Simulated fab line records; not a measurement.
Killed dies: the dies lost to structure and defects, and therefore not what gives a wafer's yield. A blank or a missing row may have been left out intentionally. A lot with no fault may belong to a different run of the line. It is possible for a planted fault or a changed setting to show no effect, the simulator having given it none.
Comparing a struck lot with a sound one | flow n5_finfet | 44 steps out of a route of 1938
Sound: the wafers L812.2, L812.3, L812.4. Struck: wafer L821.3. The cause is named last.
Each step with rows lists, per side, the tool, then ch with its chambers, then its first start. Under that, the readings that differ: sound wafers | struck wafers | difference of the means | sigmas: that difference in standard deviations of wafers without a fault.
alike: readings whose means differ by less than 2 such deviations, and words and numbers that are the same on both sides. not compared: withheld readings, readings that some wafer has no value for, bounds like >300 that may hide the same value, and numbers for which the record gives no deviation and whose values overlap.
The two part at a step that has a row with sigmas, a row that says differs or no value, or rows on one side only. When numbers do not overlap yet have no deviation, they are printed without sigmas and do not part them. A reading missing from all wafers of one side parts the sides only when that side holds two or more wafers.

first, 3 steps without rows for these wafers: N5_BEOL_M10_ALD_74 (deposits TaN, target thk 2 nm, pulse time 2 s, purge time 3 s); N5_BEOL_M10_SURFACE_TREAT_76; N5_BEOL_M10_CVD_75 (deposits Co from CCTBA/H2, target thk 2 nm, time 138.9 s).
N5_BEOL_M10_SPUTTER_48: material Cu, target thk 12 nm, time 2 s.
  sound on pvd_sputter-03 at day 11 15:44; struck on pvd_sputter-03 at day 14 10:39
  alike: throttle_valve_pct
then, 2 steps without rows for these wafers: N5_BEOL_M10_ECD_50 (material Cu, target thk 318 nm); N5_BEOL_M10_ANNEAL_51 (time 90 s).
N5_BEOL_M10_CMP_52: polishes, stops on SiCOH lowk, t overpolish 7 s, target thk 140 nm.
  sound on cmp-02 ch 1,2,3, day 11 16:16; struck on cmp-02 ch 1, day 14 11:20
  alike: barrier_field_endpoint_s, motor_current_A, overpolish_run_s, time_to_endpoint_s
N5_BEOL_M10_THK_MEAS_53: measures by xrf.
  sound on film_metro-02 at day 11 16:34; struck on film_metro-01 at day 14 11:34
  alike: M10_THK
then, 2 steps without rows for these wafers: N5_BEOL_M10_PRE_CLEAN_55 (time 15 s); N5_BEOL_M10_DEP_56 (deposits SiCN from 3MS/NH3, target thk 15 nm, time 26.5 s).
N5_BEOL_M10_RS_MEAS_57: the measuring method here is four-point-probe.
  sound on film_metro-02 at day 11 16:41; struck on film_metro-01 at day 14 11:43
  alike: M10_RS
N5_BEOL_M10_INSPECT_58: inspects for defects (darkfield).
  sound on defect_inspect-01 at day 11 16:43; struck on defect_inspect-02 at day 14 11:44
  alike: raw_defect_count
N5_BEOL_M11_ILD_DEP_00: deposits SiCOH lowk from DEMS/porogen, target thk 308.51 nm, time 58 s.
  sound on pecvd-02 ch 1,2, day 11 16:46; struck on pecvd-01 ch 0, day 14 11:46
  reading                                             | sound                | struck | difference | sigmas
  susceptor_temp_C (C)                                | 300.15 300.09 299.90 | 307.19 | +7.14      | +38
  model.SiCOH_lowk_of_BEOL_M11_ILD_DEP_00.thk_nm (nm) | 309.4 304.2 311.4    | 289.2  | -19.1      |
  alike: heater_power_w, rf_fwd_power_W, showerhead_plenum_p_Torr, throttle_valve_pct
N5_BEOL_M11_CURE_71: cures SiCOH lowk, time 240 s.
  sound on uv_cure-03 ch 0, day 11 16:55; struck on uv_cure-01 ch 0, day 14 12:01
  reading          | sound             | struck | difference | sigmas
  wafer_temp_C_max | 386.4 385.8 386.2 | 387.5  | +1.4       | +3
  alike: lamp_power_pct
N5_BEOL_M11_THK_MEAS_01:
  sound on film_metro-02 at day 11 17:21; struck on film_metro-02 at day 14 12:22
  reading          | sound       | struck | difference | sigmas
  M11_ILD_THK (nm) | 269 264 271 | 251    | -17        | -4
then, 10 steps without rows for these wafers: N5_BEOL_M11_PECVD_70 (deposits SiO2 from TEOS/O2, target thk 20 nm, time 22.7 s); N5_BEOL_M11_HM_DEP_02 (deposits TiN, target thk 20 nm); N5_BEOL_M11_COAT_59 (time 60 s, resist thk 100 nm); N5_BEOL_M11_COAT_60 (time 60 s, resist thk 30 nm); N5_BEOL_M11_COAT_05 (resist thk 90 nm); N5_BEOL_M11_EBR_07; N5_BEOL_M11_SOFTBAKE_06 (time 60 s); N5_BEOL_M11_EXPOSE_08 (exposes mask M11); N5_BEOL_M11_PEB_09 (peb time 60 s); N5_BEOL_M11_DEVELOP_10 (develop time 30 s).
N5_BEOL_M11_CD_MEAS_11 targets a cd of 64.1 nm.
  sound on cd_sem-03 ch 0, day 11 18:45; struck on cd_sem-01 ch 0, day 14 15:07
  alike: cd_nm
N5_BEOL_M11_OVL_MEAS_12:
  sound on overlay-01 ch 0, day 11 18:47; struck on overlay-02 ch 0, day 14 15:08
  alike: M11_OVL
N5_BEOL_M11_INSPECT_13: inspects for defects (brightfield).
  sound on defect_inspect-01 at day 11 18:49; struck on defect_inspect-01 at day 14 15:10
  alike: raw_defect_count
then, 2 steps without rows for these wafers: N5_BEOL_M11_DESCUM_16 (chemistry O2, time 7.9 s); N5_BEOL_M11_ETCH_61 (etches SiARC in CF4, target depth 39 nm, time 65 s).
N5_BEOL_M11_ETCH_62: etches SOC in N2/H2, target depth 110 nm, overetch 22 nm, time 165 s.
  sound on rie_diel-01 ch 0,2,3, day 11 18:56; struck on rie_diel-01 ch 0, day 14 15:23
  alike: drypump_motor_current_A, oes_product_au, rf_fwd_power_W, rf_vpp_V, showerhead_plenum_p_Torr, throttle_valve_pct
  not compared: rf_hours_counter_h
then, 1 step without rows for these wafers: N5_BEOL_M11_STRIP_68 (strips in N2/H2).
N5_BEOL_M11_STRIP_67: strips in CF4.
  sound on rie_diel-01 ch 0,2,3, day 11 19:04; struck on rie_diel-01 ch 0, day 14 15:33
  alike: drypump_motor_current_A, oes_product_au, rf_vpp_V, showerhead_plenum_p_Torr, throttle_valve_pct
  not compared: rf_hours_counter_h
then, 2 steps without rows for these wafers: N5_BEOL_M11_HM_OPEN_17 (chemistry Cl2/BCl3, target TiN, target depth 20 nm, overetch 6 nm); N5_BEOL_M11_STRIP_19 (strips in O2).
N5_BEOL_M11_CD_MEAS_18: pitch 140 nm, target cd 70 nm.
  sound on cd_sem-02 at day 11 19:22; struck on cd_sem-01 at day 14 15:47
  alike: cd_nm
then, 6 steps without rows for these wafers: N5_BEOL_M11_COAT_63 (time 60 s, resist thk 100 nm); N5_BEOL_M11_COAT_64 (time 60 s, resist thk 30 nm); N5_BEOL_M11_COAT_22 (resist thk 90 nm); N5_BEOL_M11_EBR_24; N5_BEOL_M11_SOFTBAKE_23 (time 60 s); N5_BEOL_M11_EXPOSE_25 (exposes mask V10).
N5_BEOL_M11_CMP_52: polishes, stops on SiCOH lowk, t overpolish 7 s, target thk 140 nm.
  sound on cmp-01 ch 0,2,3, day 11 23:29; struck on cmp-02 ch 0, day 14 19:14
  reading                                             | sound             | struck | difference | sigmas
  model.SiCOH_lowk_of_BEOL_M11_ILD_DEP_00.thk_nm (nm) | 265.8 261.2 267.6 | 248    | -17        |
  alike: barrier_field_endpoint_s, motor_current_A, overpolish_run_s, time_to_endpoint_s
next, for these wafers, 1 step has no rows: N5_PASSIVATION_PROBE_49.

## WHERE THEY PART
At N5_BEOL_M11_ILD_DEP_00 first; at N5_BEOL_M11_THK_MEAS_01 last (within this record only). Later steps at which nothing parts them and some readings are alike: N5_BEOL_M11_CD_MEAS_11, N5_BEOL_M11_OVL_MEAS_12, N5_BEOL_M11_INSPECT_13, N5_BEOL_M11_ETCH_62, N5_BEOL_M11_STRIP_67, N5_BEOL_M11_CD_MEAS_18, N5_BEOL_M11_CMP_52.

WHY: whatever the simulator had introduced
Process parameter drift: pecvd-01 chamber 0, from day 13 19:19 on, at N5_BEOL_M11_ILD_DEP_00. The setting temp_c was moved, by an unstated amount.
